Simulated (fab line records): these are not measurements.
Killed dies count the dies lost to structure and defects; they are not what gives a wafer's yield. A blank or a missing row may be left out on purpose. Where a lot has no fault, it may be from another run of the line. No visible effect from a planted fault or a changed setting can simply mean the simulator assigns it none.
What tool caused it?    flow n5 finfet    22 lots with 66 wafers sampled at 6 steps, on a route of 1938 steps

== WHAT THE GAUGES SHOWED, per wafer ==
N5_SD_EPI_P_EPI_MEAS_23. Usual: thk nm at 60.6 nm, with a standard deviation of 1.2.
lot   measured     on             thk nm (nm)     flag
L074  day 3 07:18  film metro-01  62.3 61.2 62.3  
L075  day 3 15:29  film metro-01  58.8 63.1 62.0  
L076  day 3 23:35  film metro-01  61.7 61.5 59.9  
L077  day 4 04:32  film metro-02  59.0 60.0 58.9  
L078  day 4 09:58  film metro-01  59.6 60.9 62.9  
L079  day 4 16:53  film metro-02  62.7 61.0 60.5  
L080  day 4 23:20  film metro-02  60.6 62.3 61.0  
L081  day 5 04:49  film metro-02  60.5 60.0 60.1  
L082  day 5 15:39  film metro-01  61.0 60.0 59.7  
L083  day 5 23:39  film metro-02  57.8 60.1 58.4  
L084  day 6 00:25  film metro-02  60.4 59.8 60.9  
L085  day 6 09:53  film metro-02  60.1 59.7 60.1  
L086  day 6 17:23  film metro-02  61.8 60.3 61.5  
L087  day 6 19:34  film metro-01  60.4 59.5 61.9  
L089  day 7 06:02  film metro-01  61.9 61.4 61.8  
L090  day 7 18:26  film metro-01  62.4 59.3 59.7  
L092  day 8 01:19  film metro-02  62.5 60.2 60.0  
L093  day 8 14:06  film metro-02  59.8 60.8 62.2  
L094  day 8 15:21  film metro-02  60.6 61.2 61.1  
L095  day 8 19:41  film metro-01  59.9 59.2 61.5  
L096  day 9 04:17  film metro-01  61.4 57.6 61.4  
L097  day 9 09:31  film metro-02  58.0 61.0 59.2  

== TOOL THAT RAN EACH LOT (tool first, then ch and the chambers of the sampled wafers, then the start) ==
lot   N5_FIN_CUT_CUT_ETCH_15           N5_STI_FIN_REVEAL_ETCHBACK_08      N5_SPACER0_ALD_00                 N5_SD_EPI_N_ETCH_45                N5_SD_EPI_P_DESCUM_14
L074  rie si-04 ch 2,3, day 2 02:44    rie diel-01 ch 0,2, day 2 08:45    ald sin-01 ch 0,3, day 2 22:09    rie diel-04 ch 0,1,3, day 2 23:34  rie diel-05 ch 0,2,3, day 3 03:44
L075  rie si-05 ch 1,2, day 2 10:59    rie diel-04 ch 0,2,3, day 2 16:58  ald sin-03 ch 0,1,2, day 3 05:59  rie diel-03 ch 0,1, day 3 07:16    rie diel-02 ch 0,1, day 3 11:56
L076  rie si-01 ch 1,3, day 2 16:55    rie diel-03 ch 1,2, day 2 23:17    ald sin-01 ch 0,1,3, day 3 14:22  rie diel-03 ch 0,1,3, day 3 16:00  rie diel-05 ch 0,2,3, day 3 20:00
L077  rie si-04 ch 1,3, day 2 21:49    rie diel-04 ch 1,2, day 3 05:16    ald sin-01 ch 0,2, day 3 18:37    rie diel-01 ch 1,2,3, day 3 20:11  rie diel-06 ch 0,2,3, day 4 00:07
L078  rie si-01 ch 0,1,3, day 3 03:32  rie diel-03 ch 0,2,3, day 3 10:08  ald sin-04 ch 0,2,3, day 3 23:16  rie diel-03 ch 0,1,3, day 4 01:40  rie diel-06 ch 0,1,3, day 4 05:35
L079  rie si-05 ch 1,3, day 3 09:38    rie diel-01 ch 0,2,3, day 3 15:40  ald sin-04 ch 0,1, day 4 05:04    rie diel-03 ch 2,3, day 4 07:43    rie diel-05 ch 0,2, day 4 12:30
L080  rie si-05 ch 2,3, day 3 17:23    rie diel-01 ch 0,2,3, day 3 23:27  ald sin-01 ch 0,1,2, day 4 13:38  rie diel-04 ch 0,2, day 4 15:02    rie diel-05 ch 0,1,2, day 4 19:44
L081  rie si-01 ch 0,1, day 3 22:46    rie diel-03 ch 0,3, day 4 04:45    ald sin-04 ch 1,2,3, day 4 19:29  rie diel-01 ch 0,1,3, day 4 20:55  rie diel-02 ch 0,1,3, day 5 01:16
L082  rie si-01 ch 1,3, day 4 05:45    rie diel-01 ch 2,3, day 4 12:41    ald sin-01 ch 1,2, day 5 04:53    rie diel-03 ch 1,2, day 5 06:19    rie diel-05 ch 0,1,3, day 5 10:07
L083  rie si-05 ch 0,3, day 4 12:36    rie diel-01 ch 0,1,3, day 4 18:46  ald sin-01 ch 0,1,3, day 5 08:54  rie diel-04 ch 1,2, day 5 10:12    rie diel-05 ch 2,3, day 5 18:06
L084  rie si-05 ch 0,1, day 4 18:56    rie diel-01 ch 0,2,3, day 5 01:33  ald sin-01 ch 1,2, day 5 15:20    rie diel-01 ch 0,1,2, day 5 16:45  rie diel-06 ch 0,1,2, day 5 20:49
L085  rie si-04 ch 1,2,3, day 5 00:27  rie diel-03 ch 0,3, day 5 06:32    ald sin-03 ch 0,2, day 5 20:13    rie diel-03 ch 0,2,3, day 5 21:37  rie diel-02 ch 1,2,3, day 6 05:28
L086  rie si-04 ch 2,3, day 5 04:21    rie diel-03 ch 0,1,3, day 5 10:23  ald sin-03 ch 2,3, day 5 23:26    rie diel-04 ch 1,2,3, day 6 06:10  rie diel-05 ch 0,1, day 6 12:57
L087  rie si-01 ch 0,2,3, day 5 10:32  rie diel-03 ch 0,2,3, day 5 17:46  ald sin-01 ch 0,1,3, day 6 07:35  rie diel-04 ch 0,2,3, day 6 09:29  rie diel-05 ch 0,1,3, day 6 14:02
L089  rie si-01 ch 0,1,2, day 5 22:05  rie diel-03 ch 0,1, day 6 04:13    ald sin-03 ch 0,1,3, day 6 17:48  rie diel-04 ch 0,1,3, day 6 19:16  rie diel-06 ch 0,1,3, day 7 00:31
L090  rie si-01 ch 0,2,3, day 6 11:35  rie diel-03 ch 1,2,3, day 6 17:33  ald sin-01 ch 0,1,3, day 7 06:44  rie diel-01 ch 0,2,3, day 7 08:08  rie diel-02 ch 0,1,2, day 7 12:56
L092  rie si-05 ch 0,3, day 6 17:46    rie diel-04 ch 0,2,3, day 6 23:49  ald sin-03 ch 1,3, day 7 14:31    rie diel-04 ch 2,3, day 7 16:08    rie diel-06 ch 0,1,3, day 7 20:56
L093  rie si-01 ch 1,2, day 7 01:52    rie diel-04 ch 1,2,3, day 7 08:43  ald sin-04 ch 1,2,3, day 8 02:50  rie diel-04 ch 1,2, day 8 04:38    rie diel-06 ch 0,1,2, day 8 09:42
L094  rie si-01 ch 0,1,2, day 7 05:50  rie diel-04 ch 0,2, day 7 11:47    ald sin-01 ch 0,1,2, day 8 04:09  rie diel-04 ch 1,2, day 8 05:35    rie diel-02 ch 0,2,3, day 8 10:58
L095  rie si-01 ch 0,1, day 7 10:01    rie diel-03 ch 1,2,3, day 7 16:10  ald sin-04 ch 0,1,2, day 8 08:37  rie diel-04 ch 0,1,2, day 8 10:04  rie diel-06 ch 0,1,2, day 8 15:18
L096  rie si-05 ch 0,2,3, day 7 16:56  rie diel-01 ch 0,1, day 7 23:02    ald sin-01 ch 1,2, day 8 17:50    rie diel-01 ch 0,1,3, day 8 19:19  rie diel-02 ch 1,3, day 8 23:53
L097  rie si-01 ch 0,2,3, day 7 22:06  rie diel-01 ch 0,1,2, day 8 04:46  ald sin-03 ch 0,2,3, day 8 23:07  rie diel-03 ch 2,3, day 9 00:31    rie diel-05 ch 0,1,2, day 9 05:56
- N5_FIN_CUT_CUT_ETCH_15: etches Si in HBr/Cl2/O2, target depth 100 nm, bt time 10 s, time 42.4 s.
- N5_STI_FIN_REVEAL_ETCHBACK_08: etches SiO2 in C4F6/O2, target depth 30.5 nm, time 10.167 s.
- N5_SPACER0_ALD_00: deposits SiOCN, target thk 3.5 nm, pulse time 3 s, purge time 2 s.
- N5_SD_EPI_N_ETCH_45: etches SiOCN in CH3F/O2, target depth 6 nm.
- N5_SD_EPI_P_DESCUM_14: chemistry O2, time 7.9 s.

== WHAT THE TOOLS THEMSELVES READ (means of the sampled wafers that have a number; where no wafer has one, the mark that the record gives instead) ==
N5_FIN_CUT_CUT_ETCH_15. Usual: drypump motor current A 5.8 A, standard deviation 0.32; oes product au 0.994 a.u., standard deviation 0.019; throttle valve pct 37.22 %, standard deviation 0.17.
lot   tool       drypump motor current A (A)  oes product au (a.u.)  throttle valve pct (%)  flag
L074  rie si-04  5.6                          1.000                  37.30                   
L075  rie si-05  5.4                          1.011                  37.05                   
L076  rie si-01  6.2                          0.991                  37.13                   
L077  rie si-04  6.1                          1.001                  37.52                   
L078  rie si-01  6.1                          0.983                  37.11                   
L079  rie si-05  5.4                          1.014                  37.08                   
L080  rie si-05  5.5                          0.991                  37.06                   
L081  rie si-01  6.1                          0.992                  37.16                   
L082  rie si-01  6.1                          0.982                  37.07                   
L083  rie si-05  5.9                          0.995                  37.23                   
L084  rie si-05  5.7                          1.009                  37.21                   
L085  rie si-04  5.8                          1.005                  37.42                   
L086  rie si-04  5.6                          1.003                  37.30                   
L087  rie si-01  5.9                          0.975                  37.22                   
L089  rie si-01  5.9                          0.988                  37.27                   
L090  rie si-01  5.8                          0.978                  37.23                   
L092  rie si-05  5.8                          0.989                  37.17                   
L093  rie si-01  6.0                          0.993                  37.28                   
L094  rie si-01  5.9                          0.986                  37.28                   
L095  rie si-01  6.1                          0.994                  37.16                   
L096  rie si-05  5.7                          0.997                  37.14                   
L097  rie si-01  5.8                          0.971                  37.22                   

N5_STI_FIN_REVEAL_ETCHBACK_08. Usual: drypump motor current A 6.0 A, standard deviation 0.39; mfc ar sccm 300.0 sccm, standard deviation 0.96; oes product au 0.76 a.u., standard deviation 0.073; rf vpp V 666 V, standard deviation 6.5; showerhead plenum p Torr 2.86 Torr, standard deviation 0.068; throttle valve pct 21.25 %, standard deviation 0.16.
lot   tool         drypump motor current A (A)  mfc ar sccm (sccm)  oes product au (a.u.)  rf vpp V (V)  showerhead plenum p Torr (Torr)  throttle valve pct (%)  flag
L074  rie diel-01  6.2                          300.6               0.71                   669           2.76                             21.37                   
L075  rie diel-04  5.6                          300.5               0.74                   660           2.83                             21.23                   
L076  rie diel-03  5.9                          299.6               0.73                   667           2.83                             21.35                   
L077  rie diel-04  5.5                          299.5               0.79                   664           2.93                             21.36                   
L078  rie diel-03  5.8                          299.7               0.73                   666           2.86                             21.13                   
L079  rie diel-01  6.2                          300.6               0.81                   668           2.83                             21.27                   
L080  rie diel-01  6.2                          299.3               0.80                   667           2.83                             21.28                   
L081  rie diel-03  5.7                          300.1               0.72                   663           2.90                             21.09                   
L082  rie diel-01  6.0                          299.8               0.83                   667           2.89                             21.09                   
L083  rie diel-01  6.4                          299.7               0.88                   669           2.92                             21.29                   
L084  rie diel-01  6.1                          299.5               0.88                   671           2.93                             21.17                   
L085  rie diel-03  5.7                          299.7               0.70                   663           2.90                             21.12                   
L086  rie diel-03  5.9                          300.0               0.71                   666           2.85                             21.25                   
L087  rie diel-03  5.8                          300.1               0.71                   666           2.86                             21.16                   
L089  rie diel-03  5.7                          299.9               0.70                   662           2.89                             21.23                   
L090  rie diel-03  6.0                          298.8               0.71                   669           2.81                             21.30                   
L092  rie diel-04  5.5                          300.3               0.71                   659           2.82                             21.26                   
L093  rie diel-04  5.6                          300.3               0.73                   659           2.87                             21.36                   
L094  rie diel-04  5.3                          300.5               0.70                   664           2.82                             21.25                   
L095  rie diel-03  6.0                          299.8               0.70                   669           2.81                             21.30                   
L096  rie diel-01  6.5                          300.2               0.84                   676           2.96                             21.34                   
L097  rie diel-01  6.3                          300.7               0.79                   671           2.90                             21.27                   

N5_SPACER0_ALD_00. Usual: heater power outer w 524 W, standard deviation 69; heater power w 842 W, standard deviation 100; precursor pulse height rel 0.998, standard deviation 0.019.
lot   tool        heater power outer w (W)  heater power w (W)  precursor pulse height rel  flag
L074  ald sin-01  593                       969                 0.994                       
L075  ald sin-03  545                       853                 0.981                       
L076  ald sin-01  562                       913                 0.983                       
L077  ald sin-01  561                       919                 1.033                       
L078  ald sin-04  523                       839                 1.003                       
L079  ald sin-04  515                       822                 0.999                       
L080  ald sin-01  527                       861                 0.983                       
L081  ald sin-04  486                       776                 0.998                       
L082  ald sin-01  451                       759                 1.005                       
L083  ald sin-01  560                       909                 1.000                       
L084  ald sin-01  485                       806                 1.008                       
L085  ald sin-03  494                       828                 0.992                       
L086  ald sin-03  499                       804                 0.994                       
L087  ald sin-01  559                       923                 1.010                       
L089  ald sin-03  514                       810                 0.989                       
L090  ald sin-01  572                       910                 1.013                       
L092  ald sin-03  564                       820                 1.009                       
L093  ald sin-04  484                       780                 1.003                       
L094  ald sin-01  534                       872                 1.000                       
L095  ald sin-04  537                       846                 1.017                       
L096  ald sin-01  498                       822                 0.995                       
L097  ald sin-03  479                       814                 0.998                       

N5_SD_EPI_N_ETCH_45. Usual: drypump motor current A 5.8 A, standard deviation 0.41; mfc ar sccm 150.0 sccm, standard deviation 0.49; oes product au 0.75 a.u., standard deviation 0.059; rf vpp V 127.6 V, standard deviation 0.87; showerhead plenum p Torr 2.01 Torr, standard deviation 0.047; throttle valve pct 23.41 %, standard deviation 0.15.
lot   tool         drypump motor current A (A)  mfc ar sccm (sccm)  oes product au (a.u.)  rf vpp V (V)  showerhead plenum p Torr (Torr)  throttle valve pct (%)  flag
L074  rie diel-04  5.7                          149.7               0.75                   127.8         2.01                             23.35                   
L075  rie diel-03  5.8                          149.5               0.71                   127.7         2.01                             23.48                   
L076  rie diel-03  5.9                          150.3               0.72                   126.9         2.00                             23.38                   
L077  rie diel-01  6.2                          150.4               0.83                   128.3         2.02                             23.35                   
L078  rie diel-03  5.9                          150.1               0.72                   127.0         2.00                             23.38                   
L079  rie diel-03  5.9                          150.1               0.73                   127.4         1.98                             23.34                   
L080  rie diel-04  5.2                          149.4               0.74                   127.4         1.99                             23.49                   
L081  rie diel-01  6.4                          149.8               0.88                   127.7         2.05                             23.45                   
L082  rie diel-03  5.9                          150.0               0.71                   126.7         1.98                             23.55                   
L083  rie diel-04  5.5                          150.2               0.78                   127.2         2.05                             23.50                   
L084  rie diel-01  6.3                          149.7               0.82                   127.6         2.04                             23.39                   
L085  rie diel-03  5.8                          149.9               0.71                   127.1         2.00                             23.32                   
L086  rie diel-04  5.6                          149.8               0.75                   128.3         2.01                             23.48                   
L087  rie diel-04  5.5                          149.7               0.71                   127.3         1.98                             23.41                   
L089  rie diel-04  5.7                          150.2               0.73                   127.7         2.01                             23.38                   
L090  rie diel-01  6.1                          149.7               0.84                   128.0         2.05                             23.36                   
L092  rie diel-04  5.4                          149.3               0.71                   128.0         1.98                             23.55                   
L093  rie diel-04  5.5                          150.0               0.76                   127.7         2.05                             23.55                   
L094  rie diel-04  5.4                          150.0               0.74                   128.1         2.01                             23.61                   
L095  rie diel-04  5.4                          150.2               0.73                   128.2         2.01                             23.49                   
L096  rie diel-01  6.4                          149.7               0.82                   127.8         2.04                             23.49                   
L097  rie diel-03  6.0                          149.6               0.69                   127.6         1.96                             23.37                   

N5_SD_EPI_P_DESCUM_14. Usual: drypump motor current A 5.8 A, standard deviation 0.5; oes product au 0.79 a.u., standard deviation 0.084; rf vpp V 243.2 V, standard deviation 1.3; showerhead plenum p Torr 2.09 Torr, standard deviation 0.074; throttle valve pct 20.47 %, standard deviation 0.2.
lot   tool         drypump motor current A (A)  oes product au (a.u.)  rf vpp V (V)  showerhead plenum p Torr (Torr)  throttle valve pct (%)  flag
L074  rie diel-05  5.5                          0.73                   243.2         2.05                             20.57                   
L075  rie diel-02  5.4                          0.75                   242.6         2.12                             20.61                   
L076  rie diel-05  5.6                          0.72                   242.6         2.05                             20.57                   
L077  rie diel-06  6.2                          0.86                   243.0         2.09                             20.29                   
L078  rie diel-06  5.9                          0.85                   243.1         2.06                             20.24                   
L079  rie diel-05  5.5                          0.74                   243.1         2.08                             20.59                   
L080  rie diel-05  5.6                          0.74                   243.1         2.11                             20.56                   
L081  rie diel-02  5.7                          0.71                   243.3         2.11                             20.63                   
L082  rie diel-05  5.7                          0.72                   243.0         2.08                             20.54                   
L083  rie diel-05  5.5                          0.74                   241.9         2.05                             20.69                   
L084  rie diel-06  5.9                          0.81                   243.4         2.07                             20.27                   
L085  rie diel-02  5.7                          0.75                   242.9         2.13                             20.43                   
L086  rie diel-05  5.8                          0.73                   243.7         2.14                             20.52                   
L087  rie diel-05  5.8                          0.72                   243.4         2.08                             20.56                   
L089  rie diel-06  5.9                          0.83                   241.8         2.05                             20.26                   
L090  rie diel-02  5.3                          0.85                   244.4         2.14                             20.44                   
L092  rie diel-06  5.9                          0.82                   242.5         2.05                             20.26                   
L093  rie diel-06  5.9                          0.79                   243.1         2.07                             20.30                   
L094  rie diel-02  5.6                          0.90                   243.4         2.14                             20.36                   
L095  rie diel-06  5.9                          0.79                   243.4         2.07                             20.29                   
L096  rie diel-02  5.8                          0.81                   244.4         2.17                             20.42                   
L097  rie diel-05  5.6                          0.81                   243.3         2.10                             20.48                   

== THE ANSWER, worked out from the rows above alone ==
Rule: a lot counts as off when the mean over its wafers that have a number is more than 3 standard deviations away from the usual mean. Also off: a lot with no number at a reading for which 4 or more lots have one. Any other lot the step has rows for is counted as sound. The gauges are gone through in route order, then the tools' own readings, and for those a lot's mean is taken as printed above. The first step at which some lot is off is used, and at that step the reading that is off furthest; a lot without a number counts as furthest.
Nothing can be told from this: no lot is off at any reading shown.

== WHAT THE SIMULATOR HAD PUT IN ==
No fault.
